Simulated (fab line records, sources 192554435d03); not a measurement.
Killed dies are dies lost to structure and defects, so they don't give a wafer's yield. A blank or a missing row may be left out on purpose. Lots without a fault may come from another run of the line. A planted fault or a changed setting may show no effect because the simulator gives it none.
fab line records | flow n5_finfet
record lots=10 wafers=27 last_day=17
route steps=1938 shown BEOL_M9@1463 BEOL_M10@1487
lots that met no fault: from a run of the same line without faults
start_h: hours from the record's first day to the start of the lot's first wafer shown | wait_h: hours since the lot's step before | " the same as in the row above | L1.1+2: a row that stands for several wafers | - no value, or no start given | * or withheld: withheld | < > ~ a bound
route shown NAME@n: a module of which the file shows steps, and the number in the route of the first | usual: mean/standard deviation of fault-free wafers | same: alike in all rows | chamber/n: place in a boat | sites: the reading at each site | _std_site: their standard deviation | _edge_site: outer sites' mean less inner sites' | radius_mm: how far each site lies from the wafer's centre | mask NAME#n: copy n | behind: the tool/chamber that last shaped the wafer | hold: why the lot was held/for how many hours/how that ended | device: the transistor (n, p or np) that didn't switch | end of line: the same wafers' tests at the end of the route | a step without rows: its recipe alone | killed: dies lost to structure and defects at the first sort, not the wafer's yield | map: a wafer's dies, x killed, . not, _ none there
set.NAME: the setting as run; set.NAME@STEP: as run at that earlier step | model.NAME: the simulator's own value behind a step, which no gauge read
steps of the route over a sample of lots; a table a step, a row a wafer
services: from which hour (start_h, from the record's first day; less than 0 if before it) a tool's chamber was out of use, for how many hours, and why
## steps
# step N5_BEOL_M9_ANNEAL_51
# recipe temp_c=225 time_s=90 ambient=N2
# usual anneal_temp_c_max=225.84/0.24 wafer_temp_C_max=226.2/0.35
# columns lot.wafer tool chamber start_h wait_h anneal_temp_c_max wafer_temp_C_max
L674.1 rtp_anneal-02 0 231.41 0.7 226.03 226.4
L674.4 " 0 " " 225.63 225.7
L674.5 " 0 " " 225.74 225.8
L678.1 rtp_anneal-01 0 248.97 0.1 225.31 226.6
L678.2 " 0 " " 225.50 226.9
L678.6 " 0 " " 225.72 226.5
L683.4 rtp_anneal-01 0 280.04 0.3 225.91 226.4
L683.6 " 0 " " 225.97 227.1
L685.4 rtp_anneal-01 0 281.90 0.2 225.71 226.1
L685.6 " 0 " " 225.75 225.8
L684.2 rtp_anneal-01 0 286.55 0.3 226.02 226.7
L684.3 " 0 " " 226.05 226.4
L684.4 " 0 " " 226.04 226.6
L688.1 rtp_anneal-01 0 310.66 0.1 225.67 226.7
L688.3 " 0 " " 225.95 226.1
L688.4 " 0 " " 225.85 226.7
L692.1 rtp_anneal-02 0 331.15 0.1 226.23 225.9
L692.4 " 0 " " 226.33 225.8
L691.2 rtp_anneal-02 0 331.97 0.2 226.10 226.2
L691.4 " 0 " " 226.06 225.9
L691.5 " 0 " " 226.06 225.9
L696.1 rtp_anneal-02 0 353.86 0.3 225.85 226.7
L696.2 " 0 " " 225.88 226.2
L696.5 " 0 " " 225.83 226.1
L695.1 rtp_anneal-01 0 354.23 0.2 225.68 226.0
L695.3 " 0 " " 225.60 226.0
L695.5 " 0 " " 225.37 226.5
# step N5_BEOL_M10_ETCH_61
# recipe chemistry=CF4 target=SiARC target_depth_a=390 mask_material=CAR-ArF time_s=65 ion_energy_ev=80 pressure_mtorr=40 source_w=545 bias_w=36 Ar_flow_sccm=100 cf4_flow_sccm=100 ends=cleared
# usual drypump_motor_current_A=5.7/0.52 etch_rf_on_time_s=65.7/2.4 oes_product_au=0.70/0.063 rf_vpp_V=184.0/1.3 showerhead_plenum_p_Torr=2.14/0.073 throttle_valve_pct=15.52/0.15
# columns lot.wafer tool chamber start_h wait_h drypump_motor_current_A etch_rf_on_time_s oes_product_au rf_hours_counter_h rf_vpp_V showerhead_plenum_p_Torr throttle_valve_pct
L674.1 rie_diel-05 3 234.33 0.0 5.8 68.9 0.75 30 182.7 2.08 15.56
L674.4 " 3 " " 5.7 67.9 0.75 - 183.8 2.08 15.57
L674.5 " 2 " " 6.5 68.7 0.71 - 186.0 2.27 15.49
L678.1 rie_diel-02 0 253.22 0.0 5.5 62.9 0.67 157 183.0 2.13 15.56
L678.2 " 2 " " 4.7 68.0 0.64 147 186.0 2.22 15.38
L678.6 " 3 " " 6.4 66.2 0.57 - 183.8 2.11 15.89
L683.4 rie_diel-06 2 282.41 0.0 6.4 63.1 0.73 69 185.0 2.26 15.47
L683.6 " 2 " " 6.4 63.1 0.73 - 186.3 2.26 15.45
L685.4 rie_diel-02 0 285.71 0.0 5.5 62.2 0.66 169 183.9 2.13 15.55
L685.6 " 3 " " 6.4 65.7 0.58 - 183.9 2.11 15.90
L684.2 rie_diel-05 2 290.76 0.0 6.4 68.4 0.69 70 186.0 2.27 15.55
L684.3 " 1 " " 5.5 62.4 0.80 20 184.6 2.11 15.27
L684.4 " 3 " " 5.7 67.7 0.71 50 183.3 2.08 15.60
L688.1 rie_diel-06 2 314.27 0.0 6.4 61.8 0.72 81 185.8 2.26 15.50
L688.3 " 1 " " 5.6 63.2 0.74 34 184.7 2.17 15.50
L688.4 " 3 " " 5.7 65.0 0.75 46 184.1 2.09 15.21
L692.1 rie_diel-06 1 334.48 0.0 5.5 64.5 0.74 42 184.0 2.17 15.52
L692.4 " 3 " " 5.7 65.8 0.73 54 183.7 2.09 15.25
L691.2 rie_diel-02 3 335.14 0.0 6.4 59.8 0.86 5 183.5 2.11 15.41
L691.4 " 1 " " 5.3 65.0 0.60 231 183.6 2.14 15.80
L691.5 " 3 " " 6.5 60.1 0.86 - 184.4 2.11 15.43
L695.1 rie_diel-02 2 358.43 0.0 4.7 67.1 0.62 188 184.7 2.20 15.44
L695.3 " 3 " " 6.5 61.3 0.82 13 184.6 2.11 15.44
L695.5 " 2 " " 4.7 66.8 0.61 - 184.3 2.20 15.43
L696.1 rie_diel-05 2 358.62 0.0 6.5 69.3 0.66 97 185.1 2.26 15.58
L696.2 " 3 " " 5.7 66.8 0.70 75 182.8 2.07 15.64
L696.5 " 0 " " 5.5 66.4 0.63 - 182.1 2.06 15.60
# step N5_BEOL_M10_ETCH_66
# recipe chemistry=N2/H2 target=SOC target_depth_a=1200 overetch_a=240 mask_material=SiARC temp_c=40 time_s=180 ion_energy_ev=200 pressure_mtorr=30 source_w=840 bias_w=150 n2_flow_sccm=200 h2_flow_sccm=200
# usual drypump_motor_current_A=5.7/0.55 n2_flow_sccm=200.0/0.61 oes_product_au=0.66/0.052 rf_vpp_V=524.1/2.4 run_length_s=203.3/0.43 showerhead_plenum_p_Torr=2.55/0.082 throttle_valve_pct=17.65/0.26
# columns lot.wafer tool chamber start_h wait_h drypump_motor_current_A n2_flow_sccm oes_product_au rf_hours_counter_h rf_vpp_V run_length_s showerhead_plenum_p_Torr throttle_valve_pct
L674.1 rie_diel-02 3 237.64 0.0 6.5 200.3 0.56 231 524.2 203.1 2.52 17.96
L674.4 " 1 " " 5.3 199.5 0.59 193 522.8 203.4 2.52 17.74
L674.5 " 3 " " 6.5 199.2 0.55 - 521.9 203.0 2.52 17.99
L678.1 rie_diel-06 1 254.85 0.0 5.5 200.2 0.74 11 525.0 202.4 2.57 17.41
L678.2 " 3 " " 5.7 200.1 0.73 26 522.6 203.0 2.46 17.20
L678.6 " 3 " " 5.7 199.7 0.73 - 522.5 203.3 2.46 17.21
L683.4 rie_diel-06 1 285.44 0.0 5.6 200.5 0.65 23 525.2 235.6 2.57 17.42
L683.6 " 3 " " 5.7 200.6 0.71 - 521.9 202.8 2.46 17.19
L685.4 rie_diel-06 3 286.77 0.0 5.7 200.7 0.66 37 521.0 235.5 2.46 17.21
L685.6 " 2 " " 6.4 199.6 0.67 - 528.1 203.3 2.68 17.54
L684.2 rie_diel-06 3 292.31 0.0 5.7 200.3 0.66 39 522.9 235.3 2.45 17.23
L684.3 " 2 " " 6.4 199.9 0.68 72 528.2 202.8 2.68 17.55
L684.4 " 0 " " 4.9 200.3 0.61 91 522.6 235.9 2.49 17.96
L688.1 rie_diel-05 1 318.34 0.0 5.4 199.4 0.72 31 522.5 204.0 2.48 17.52
L688.3 " 3 " " 5.7 199.9 0.69 60 522.3 203.5 2.48 18.04
L688.4 " 2 " " 6.5 201.0 0.66 81 526.8 203.3 2.68 17.77
L692.1 rie_diel-05 1 335.51 0.0 5.5 200.3 0.71 37 521.2 204.2 2.48 17.52
L692.4 " 2 " " 6.5 199.8 0.66 87 528.1 203.4 2.67 17.78
L691.2 rie_diel-05 0 338.05 0.0 5.5 201.2 0.61 161 520.4 203.5 2.45 17.93
L691.4 " 3 " " 5.7 200.0 0.68 67 522.7 203.5 2.48 18.06
L691.5 " 3 " " 5.7 199.9 0.69 - 522.3 203.5 2.48 18.06
L695.1 rie_diel-02 3 361.33 0.0 6.5 199.3 0.75 14 523.1 203.5 2.50 17.58
L695.3 " 2 " " 4.7 200.0 0.59 189 526.5 203.7 2.61 17.40
L695.5 " 2 " " 4.7 200.0 0.59 - 525.5 203.4 2.61 17.40
L696.1 rie_diel-06 0 361.79 0.0 4.8 199.2 0.64 114 520.9 203.7 2.48 18.01
L696.2 " 1 " " 5.6 200.0 0.68 53 524.0 202.5 2.55 17.49
L696.5 " 0 " " 4.8 198.9 0.64 - 520.8 203.1 2.48 18.01
# step N5_BEOL_M10_ETCH_41
# recipe chemistry=CH3F/O2 target=SiCN target_depth_a=426 taper_deg=2 time_s=86 ion_energy_ev=120 mask_material=TiN pressure_mtorr=30 source_w=395 bias_w=75 Ar_flow_sccm=150 CH3F_flow_sccm=30 O2_flow_sccm=20
# usual drypump_motor_current_A=5.7/0.54 oes_product_au=0.82/0.067 rf_vpp_V=297.6/1.6 run_length_s=109.3/0.44 showerhead_plenum_p_Torr=2.01/0.07 throttle_valve_pct=16.18/0.15
# columns lot.wafer tool chamber start_h wait_h drypump_motor_current_A oes_product_au rf_hours_counter_h rf_vpp_V run_length_s showerhead_plenum_p_Torr throttle_valve_pct
L674.1 rie_diel-02 3 - - 6.4 0.68 231 297.5 109.0 1.97 16.50
L674.4 " 1 " " 5.3 0.73 193 297.3 109.2 2.00 16.33
L674.5 " 3 " " 6.4 0.68 - 297.2 109.4 1.97 16.50
L678.1 rie_diel-06 1 - - 5.5 0.90 11 298.8 108.4 2.05 16.24
L678.2 " 3 " " 5.7 0.89 26 297.0 108.9 1.95 15.84
L678.6 " 3 " " 5.7 0.89 - 296.4 108.8 1.95 15.85
L683.4 rie_diel-06 1 - - 5.5 0.88 24 298.5 108.5 2.05 16.26
L683.6 " 3 " " 5.7 0.88 - 298.5 109.3 1.95 15.87
L685.4 rie_diel-06 3 - - 5.7 0.88 38 295.6 108.9 1.95 15.85
L685.6 " 2 " " 6.4 0.86 - 299.1 108.9 2.11 16.12
L684.2 rie_diel-06 3 - - 5.6 0.88 39 294.7 109.0 1.95 15.87
L684.3 " 2 " " 6.4 0.85 73 300.5 109.0 2.11 16.15
L684.4 " 0 " " 4.8 0.82 91 296.6 109.3 1.92 16.11
L688.1 rie_diel-05 1 - - 5.4 0.90 31 297.2 110.3 1.97 16.03
L688.3 " 3 " " 5.7 0.84 60 295.9 110.2 1.93 16.34
L688.4 " 2 " " 6.5 0.81 81 300.1 109.5 2.11 16.24
L692.1 rie_diel-05 1 - - 5.5 0.89 37 297.0 110.3 1.97 16.04
L692.4 " 2 " " 6.5 0.79 87 300.4 109.2 2.11 16.25
L691.2 rie_diel-05 0 - - 5.5 0.74 161 296.0 110.0 1.91 16.25
L691.4 " 3 " " 5.7 0.83 67 295.4 109.9 1.93 16.35
L691.5 " 3 " " 5.7 0.84 - 295.0 109.5 1.93 16.37
L695.1 rie_diel-02 3 - - 6.4 0.96 14 296.2 109.1 1.95 16.07
L695.3 " 2 " " 4.7 0.73 189 299.9 109.2 2.06 16.14
L695.5 " 2 " " 4.7 0.73 - 298.7 109.4 2.06 16.13
L696.1 rie_diel-06 0 - - 4.9 0.79 114 295.0 109.2 1.91 16.16
L696.2 " 1 " " 5.6 0.84 53 297.1 108.7 2.04 16.32
L696.5 " 0 " " 4.8 0.79 - 297.4 109.5 1.91 16.14
## services
# columns tool chamber start_h hours kind
rtp_anneal-01 - 214.33 2.1 pm
rie_diel-05 1 216.85 - clean
rie_diel-05 1 216.85 - consumable_replace:focus_ring
rie_diel-05 0 231.06 1.6 repair
rie_diel-06 - 236.71 0.9 repair
rie_diel-06 0 252.51 12.0 repair
rie_diel-02 3 262.99 5.7 repair
rie_diel-02 - 271.93 0.3 repair
rie_diel-05 0 291.72 5.4 repair
rie_diel-02 3 294.43 - clean
rie_diel-02 3 294.43 - consumable_replace:esc
rie_diel-02 3 294.43 - consumable_replace:focus_ring
rie_diel-02 3 294.43 26.6 scheduled_down
rie_diel-02 3 294.43 26.6 vent_cycle
rie_diel-06 0 295.00 3.9 repair
rie_diel-06 2 319.55 5.6 repair
rie_diel-05 0 340.89 8.1 repair
rie_diel-02 1 357.55 4.5 repair
## key
first_sign step=N5_BEOL_M10_ETCH_66 reading=run_length_s direction=up sigmas=75 usual=* struck=*
effect none on later readings
met_at N5_BEOL_M10_ETCH_66
struck_lots L683,L684,L685
struck_wafers L683.4,L684.2,L684.4,L685.4
baseline_loss step=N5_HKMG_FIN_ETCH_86 wafers=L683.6
not_acting_at N5_BEOL_M9_ANNEAL_51,N5_BEOL_M10_ETCH_61,N5_BEOL_M10_ETCH_41
onset_between 254.85 285.44
fault kind=process_parameter_drift tool=rie_diel-06 chamber=- onset_h=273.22 steps=N5_BEOL_M10_ETCH_66 channel=time_s offset=* shape=step end_h=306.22 scope=struck_wafers_only acts_in=* stated=*
# baseline_loss: these wafers lose ten dies or more at that step, a loss of the line's own and not of a fault; the sort's usual values leave them out
